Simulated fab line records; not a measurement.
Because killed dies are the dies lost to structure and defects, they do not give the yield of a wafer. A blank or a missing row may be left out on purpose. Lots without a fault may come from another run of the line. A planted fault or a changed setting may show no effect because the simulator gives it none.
Which tool is to blame? | flow n5 finfet | 30 wafers from 11 lots sampled at 4 of the route's 1938 steps

== WHAT THE GAUGES SHOWED, per wafer ==
N5_BEOL_M9_OCD_MEAS_38. Usual: 150 nm for trench depth nm, sd 3.7.
lot  | measured     | on     | trench depth nm (nm) | flag
L690 | day 10 08:06 | ocd-01 | 151 149              |
L691 | day 10 17:03 | ocd-01 | 156 151              |
L693 | day 11 08:40 | ocd-01 | 154 153              |
L701 | day 12 17:13 | ocd-02 | 143 145 142          |
L704 | day 13 00:55 | ocd-02 | 156 157 146          |
L700 | day 13 00:58 | ocd-01 | 145 143 143          |
L705 | day 14 02:11 | ocd-01 | 153 144 152          |
L703 | day 14 02:13 | ocd-02 | 146 142 141          |
L706 | day 14 06:08 | ocd-01 | 149 154 143          |
L708 | day 14 23:24 | ocd-02 | 155 149 148          |
L711 | day 15 23:28 | ocd-01 | 153 153 155          |

== EACH LOT AND THE TOOL THAT RAN IT (in order: tool; ch and the chambers of the sampled wafers; start) ==
lot  | N5_BEOL_M9_ETCH_66                 | N5_BEOL_M9_TRENCH_ETCH_37          | N5_BEOL_M9_STRIP_80
L690 | rie diel-01 ch 0, day 10 07:44     | rie diel-01 ch 0, day 10 07:56     | rie diel-01 ch 0, day 10 08:06 or earlier
L691 | rie diel-01 ch 1,3, day 10 16:41   | rie diel-01 ch 1,3, day 10 16:53   | rie diel-01 ch 1,3, day 10 17:03 or earlier
L693 | rie diel-01 ch 3, day 11 08:18     | rie diel-01 ch 3, day 11 08:30     | rie diel-01 ch 3, day 11 08:40 or earlier
L701 | rie diel-01 ch 0,1,2, day 12 16:50 | rie diel-01 ch 0,1,2, day 12 17:02 | rie diel-01 ch 0,1,2, day 12 17:13 or earlier
L704 | rie diel-03 ch 1,2,3, day 13 00:33 | rie diel-03 ch 1,2,3, day 13 00:45 | rie diel-03 ch 1,2,3, day 13 00:55 or earlier
L700 | rie diel-01 ch 0,1,2, day 13 00:35 | rie diel-01 ch 0,1,2, day 13 00:48 | rie diel-01 ch 0,1,2, day 13 00:58 or earlier
L705 | rie diel-02 ch 0,1,3, day 14 01:48 | rie diel-02 ch 0,1,3, day 14 02:00 | rie diel-02 ch 0,1,3, day 14 02:11 or earlier
L703 | rie diel-01 ch 0,2,3, day 14 01:50 | rie diel-01 ch 0,2,3, day 14 02:02 | rie diel-01 ch 0,2,3, day 14 02:13 or earlier
L706 | rie diel-03 ch 0,1,3, day 14 05:46 | rie diel-03 ch 0,1,3, day 14 05:58 | rie diel-03 ch 0,1,3, day 14 06:08 or earlier
L708 | rie diel-03 ch 0,1, day 14 23:02   | rie diel-03 ch 0,1, day 14 23:14   | rie diel-03 ch 0,1, day 14 23:24 or earlier
L711 | rie diel-03 ch 1,2, day 15 23:05   | rie diel-03 ch 1,2, day 15 23:17   | rie diel-03 ch 1,2, day 15 23:28 or earlier
- N5_BEOL_M9_ETCH_66: etches SOC in N2/H2, target depth 80 nm, overetch 16 nm, time 120 s.
- N5_BEOL_M9_TRENCH_ETCH_37: etches SiCOH lowk in C4F6/O2, target depth 151.43 nm, time 49 s.
- N5_BEOL_M9_STRIP_80: strips in N2/H2, time 10 s.

== WHAT THE TOOLS THEMSELVES READ (means of the sampled wafers that have a number; where no wafer has one, the mark that the record gives instead) ==
N5_BEOL_M9_ETCH_66. Usual: bias w 150.0 W, standard deviation 0.43; drypump motor current A 5.7 A, standard deviation 0.42; oes product au 0.59 a.u., standard deviation 0.061; rf fwd power W 835.7 W, standard deviation 3; rf vpp V 522.9 V, standard deviation 2.4; showerhead plenum p Torr 2.51 Torr, standard deviation 0.084; throttle valve pct 17.94 %, standard deviation 0.29.
lot  | tool        | bias w (W) | drypump motor current A (A) | oes product au (a.u.) | rf fwd power W (W) | rf vpp V (V) | showerhead plenum p Torr (Torr) | throttle valve pct (%) | flag
L690 | rie diel-01 | 150.3      | 6.4                         | 0.56                  | 834.9              | 522.1        | 2.51                            | 17.56                  |
L691 | rie diel-01 | 149.9      | 5.7                         | 0.55                  | 838.2              | 520.5        | 2.42                            | 18.22                  |
L693 | rie diel-01 | 150.1      | 6.1                         | 0.54                  | 832.2              | 519.7        | 2.40                            | 18.36                  |
L701 | rie diel-01 | 150.3      | 5.9                         | 0.55                  | 835.7              | 523.8        | 2.52                            | 17.78                  |
L704 | rie diel-03 | 149.8      | 5.4                         | 0.66                  | 832.8              | 521.6        | 2.47                            | 17.99                  |
L700 | rie diel-01 | 150.0      | 5.9                         | 0.55                  | 839.0              | 524.1        | 2.52                            | 17.79                  |
L705 | rie diel-02 | 150.1      | 5.5                         | 0.62                  | 836.2              | 523.2        | 2.52                            | 17.73                  |
L703 | rie diel-01 | 150.1      | 6.2                         | 0.54                  | 837.9              | 523.1        | 2.51                            | 17.89                  |
L706 | rie diel-03 | 149.7      | 5.2                         | 0.60                  | 834.8              | 522.7        | 2.52                            | 18.10                  |
L708 | rie diel-03 | 150.4      | 5.3                         | 0.58                  | 836.0              | 523.9        | 2.59                            | 18.20                  |
L711 | rie diel-03 | 149.4      | 5.6                         | 0.68                  | 835.6              | 521.5        | 2.47                            | 18.03                  |

N5_BEOL_M9_TRENCH_ETCH_37. Usual: bias w 185.0 W, standard deviation 0.58; drypump motor current A 5.7 A, standard deviation 0.42; oes product au 0.77 a.u., standard deviation 0.086; rf fwd power W 341.6 W, standard deviation 1.2; rf vpp V 663 V, standard deviation 16; showerhead plenum p Torr 2.80 Torr, standard deviation 0.086; throttle valve pct 21.01 %, standard deviation 0.27.
lot  | tool        | bias w (W) | drypump motor current A (A) | oes product au (a.u.) | rf fwd power W (W) | rf vpp V (V) | showerhead plenum p Torr (Torr) | throttle valve pct (%) | flag
L690 | rie diel-01 | 184.4      | 6.4                         | 0.73                  | 343.2              | 685          | 2.81                            | 20.65                  |
L691 | rie diel-01 | 185.5      | 5.7                         | 0.73                  | 342.1              | 669          | 2.70                            | 21.23                  |
L693 | rie diel-01 | 185.8      | 6.1                         | 0.70                  | 340.5              | 646          | 2.70                            | 21.46                  |
L701 | rie diel-01 | 162.4      | 5.9                         | 0.70                  | 342.0              | 615          | 2.81                            | 20.76                  | OFF
L704 | rie diel-03 | 185.2      | 5.4                         | 0.86                  | 342.4              | 647          | 2.75                            | 21.05                  |
L700 | rie diel-01 | 162.2      | 5.9                         | 0.70                  | 342.2              | 613          | 2.80                            | 20.77                  | OFF
L705 | rie diel-02 | 185.2      | 5.5                         | 0.80                  | 340.7              | 665          | 2.84                            | 20.94                  |
L703 | rie diel-01 | 162.8      | 6.2                         | 0.68                  | 341.4              | 600          | 2.80                            | 20.92                  | OFF
L706 | rie diel-03 | 185.1      | 5.2                         | 0.77                  | 341.9              | 656          | 2.81                            | 21.15                  |
L708 | rie diel-03 | 185.6      | 5.3                         | 0.77                  | 341.4              | 667          | 2.87                            | 21.19                  |
L711 | rie diel-03 | 185.3      | 5.6                         | 0.89                  | 342.0              | 652          | 2.75                            | 20.96                  |

N5_BEOL_M9_STRIP_80. Usual: drypump motor current A 5.7 A, standard deviation 0.42; oes product au 0.76 a.u., standard deviation 0.086; rf vpp V 59.0 V, standard deviation 0.91; showerhead plenum p Torr 2.50 Torr, standard deviation 0.085; throttle valve pct 23.8 %, standard deviation 0.38.
lot  | tool        | drypump motor current A (A) | oes product au (a.u.) | rf vpp V (V) | showerhead plenum p Torr (Torr) | throttle valve pct (%) | flag
L690 | rie diel-01 | 6.4                         | 0.71                  | 58.5         | 2.51                            | 23.3                   |
L691 | rie diel-01 | 5.7                         | 0.71                  | 58.4         | 2.42                            | 24.2                   |
L693 | rie diel-01 | 6.1                         | 0.70                  | 59.0         | 2.40                            | 24.3                   |
L701 | rie diel-01 | 5.9                         | 0.72                  | 59.0         | 2.52                            | 23.6                   |
L704 | rie diel-03 | 5.4                         | 0.86                  | 59.7         | 2.46                            | 23.9                   |
L700 | rie diel-01 | 5.9                         | 0.71                  | 59.3         | 2.52                            | 23.6                   |
L705 | rie diel-02 | 5.5                         | 0.79                  | 58.8         | 2.52                            | 23.5                   |
L703 | rie diel-01 | 6.2                         | 0.70                  | 59.7         | 2.50                            | 23.6                   |
L706 | rie diel-03 | 5.2                         | 0.78                  | 59.4         | 2.51                            | 24.0                   |
L708 | rie diel-03 | 5.3                         | 0.76                  | 59.0         | 2.59                            | 24.0                   |
L711 | rie diel-03 | 5.6                         | 0.88                  | 59.1         | 2.47                            | 24.0                   |

== THE ANSWER, worked out from the rows above alone ==
Rule: lot off if the mean of its wafers having a number is beyond 3 standard deviations from the usual mean. A lot without any number at a reading at which 4 lots or more have one is off too. Where the step has rows for the other lots, those lots are counted as sound. First the gauges in route order, then the tools' own readings, where a lot's mean is used as printed above. At the first step where some lot is off, the reading lying furthest off is the one used; lots without a number count as furthest.
Off: L701, L700, L703, at N5_BEOL_M9_TRENCH_ETCH_37 (bias w).
If a tool, at that step or one of the process steps before it, ran each lot that is off and ran no sound lot following the first of them, it fits. One candidate fits, namely rie diel-01 at N5_BEOL_M9_ETCH_66 and N5_BEOL_M9_TRENCH_ETCH_37. At N5_BEOL_M9_ETCH_66 its last sound lot is L693 (day 11 08:18), its first lot that is off L701 (day 12 16:50): a fault that began between those two fits.

== WHAT HAD BEEN PUT IN BY THE SIMULATOR ==
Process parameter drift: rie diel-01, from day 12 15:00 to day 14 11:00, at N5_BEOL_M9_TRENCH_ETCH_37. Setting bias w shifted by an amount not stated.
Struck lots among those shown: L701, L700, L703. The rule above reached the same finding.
